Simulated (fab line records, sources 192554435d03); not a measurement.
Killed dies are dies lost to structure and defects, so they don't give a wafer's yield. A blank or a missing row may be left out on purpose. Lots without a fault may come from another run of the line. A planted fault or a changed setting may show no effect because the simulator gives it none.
Chamber matching | flow n5_finfet | N5_BEOL_M8_ETCH_65 on rie_diel-02: 4 sister chambers
The step etches SiARC in CF4, target depth 15.6 nm, time 26 s. 8 wafers are shown with their chamber, then 7 later ones without.

WAFERS WITH THEIR CHAMBER
wafer  | chamber | showerhead_plenum_p_Torr (Torr) | throttle_valve_pct (%)
L078.2 | 2       | 2.03                            | 15.56
L079.4 | 2       | 2.03                            | 15.56
L079.6 | 0       | 2.26                            | 15.70
L081.2 | 1       | 2.08                            | 15.29
L081.5 | 3       | 2.22                            | 15.72
L081.6 | 0       | 2.26                            | 15.70
L088.3 | 3       | 2.22                            | 15.72
L088.4 | 1       | 2.07                            | 15.31

WAFERS WITHOUT THEIR CHAMBER
wafer  | showerhead_plenum_p_Torr (Torr) | throttle_valve_pct (%)
L088.5 | 2.25                            | 15.74
L091.2 | 2.22                            | 15.74
L091.3 | 2.07                            | 15.35
L091.4 | 2.02                            | 15.63
L096.3 | 2.21                            | 15.77
L096.4 | 2.24                            | 15.79
L096.5 | 2.21                            | 15.78

WHICH CHAMBER EACH WENT THROUGH
wafer  | from the rows above | in truth
L088.5 | 0                   | 0
L091.2 | 3                   | 3
L091.3 | 1                   | 1
L091.4 | 2                   | 2
L096.3 | 3                   | 3
L096.4 | 3                   | 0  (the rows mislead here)
L096.5 | 3                   | 3
Placed correctly: 6 of 7. Can't be placed from these rows: 0. Placed wrongly: 1.
How it was worked out, from the rows above alone: a wafer's distance from a chamber is the root of the sum, over the readings, of the square of ((its reading less the chamber's mean) divided by the reading's scatter). The wafer belongs to the nearest chamber; if the next one is less than 2 further off, it can't be placed. A chamber's mean is the mean of its shown wafers. The scatter: the root of (the sum of the squares of (reading less its chamber's mean) over the shown wafers, divided by (wafers less chambers)).
